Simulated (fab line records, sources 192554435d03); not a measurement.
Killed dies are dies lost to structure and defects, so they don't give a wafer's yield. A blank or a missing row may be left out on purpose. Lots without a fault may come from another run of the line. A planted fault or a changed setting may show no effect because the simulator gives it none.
Which tool did it? | flow n5_finfet | 12 lots, 36 wafers sampled, at 4 steps of a route of 1938

WHAT THE GAUGES READ, wafer by wafer
N5_BEOL_M5_THK_MEAS_53: measures by xrf.
lot  | measured     | on            | M5_THK (nm)
L076 | day 8 12:02  | film_metro-01 | 61.1 60.8 59.6
L077 | day 9 12:29  | film_metro-02 | 62.1 59.8 62.8
L078 | day 9 19:33  | film_metro-01 | 64.4 61.8 65.3
L080 | day 10 01:48 | film_metro-02 | 60.2 60.0 61.9
L083 | day 10 13:45 | film_metro-01 | 61.6 62.8 59.9
L085 | day 11 03:08 | film_metro-01 | 64.5 63.3 60.7
L088 | day 11 16:58 | film_metro-01 | 62.3 59.0 63.1
L089 | day 12 09:14 | film_metro-02 | 62.2 60.4 62.8
L090 | day 12 14:20 | film_metro-01 | 64.4 62.1 62.7
L093 | day 12 23:35 | film_metro-02 | 62.4 62.8 63.6
L095 | day 13 13:44 | film_metro-02 | 60.1 61.9 62.8
L097 | day 14 10:32 | film_metro-01 | 60.2 61.0 63.1

WHICH TOOL RAN EACH LOT (tool, then ch and the chambers of the sampled wafers, then the start)
lot  | N5_BEOL_M5_ETCH_67                 | N5_BEOL_M5_ANNEAL_82         | N5_BEOL_M5_ANNEAL_84
L076 | rie_diel-02 ch 0,2,3, day 8 05:17  | pvd_sputter-01, day 8 08:04  | pvd_sputter-01, day 8 09:09
L077 | rie_diel-04 ch 2,3, day 9 05:19    | pvd_sputter-03, day 9 08:14  | pvd_sputter-03, day 9 09:20
L078 | rie_diel-01 ch 0,3, day 9 12:47    | pvd_sputter-01, day 9 15:35  | pvd_sputter-01, day 9 16:40
L080 | rie_diel-02 ch 0,1, day 9 17:17    | pvd_sputter-02, day 9 20:32  | pvd_sputter-02, day 9 21:37
L083 | rie_diel-02 ch 0,1,2, day 10 06:46 | pvd_sputter-01, day 10 09:40 | pvd_sputter-01, day 10 10:45
L085 | rie_diel-04 ch 1,2,3, day 10 18:59 | pvd_sputter-02, day 10 23:10 | pvd_sputter-02, day 11 00:15
L088 | rie_diel-02 ch 1,3, day 11 10:06   | pvd_sputter-03, day 11 12:58 | pvd_sputter-03, day 11 14:03
L089 | rie_diel-02 ch 0,2,3, day 12 01:55 | pvd_sputter-01, day 12 05:16 | pvd_sputter-01, day 12 06:20
L090 | rie_diel-01 ch 0,1,3, day 12 05:53 | pvd_sputter-02, day 12 10:22 | pvd_sputter-02, day 12 11:27
L093 | rie_diel-04 ch 1,2, day 12 16:41   | pvd_sputter-03, day 12 19:20 | pvd_sputter-03, day 12 20:25
L095 | rie_diel-01 ch 0,2, day 13 07:10   | pvd_sputter-02, day 13 09:45 | pvd_sputter-02, day 13 10:50
L097 | rie_diel-02 ch 1,3, day 14 03:23   | pvd_sputter-03, day 14 06:34 | pvd_sputter-03, day 14 07:38
- N5_BEOL_M5_ETCH_67: etches SiARC in CF4, target depth 15.6 nm, time 26 s.
- N5_BEOL_M5_ANNEAL_82: time 1800 s.
- N5_BEOL_M5_ANNEAL_84: time 1800 s.

THE ANSWER, worked out from the rows above alone
Rule: what is usual is taken from the lots themselves. Put in order of their means at a reading, lots are off if they are a third of the lots or fewer, leave a main group of 4 or more, and stand apart from it by a gap of 3 or more times the standard deviation of the main group's means; of several such gaps the widest counts. A main group whose means are all the same, to the digits that the tables above print for the reading, isn't used. A lot without any number at a reading at which 4 lots or more have one is off too. The other lots that the step has rows for count as sound.
No lot is off at any reading shown: from this, nothing can be told.

WHAT THE SIMULATOR HAD PUT IN
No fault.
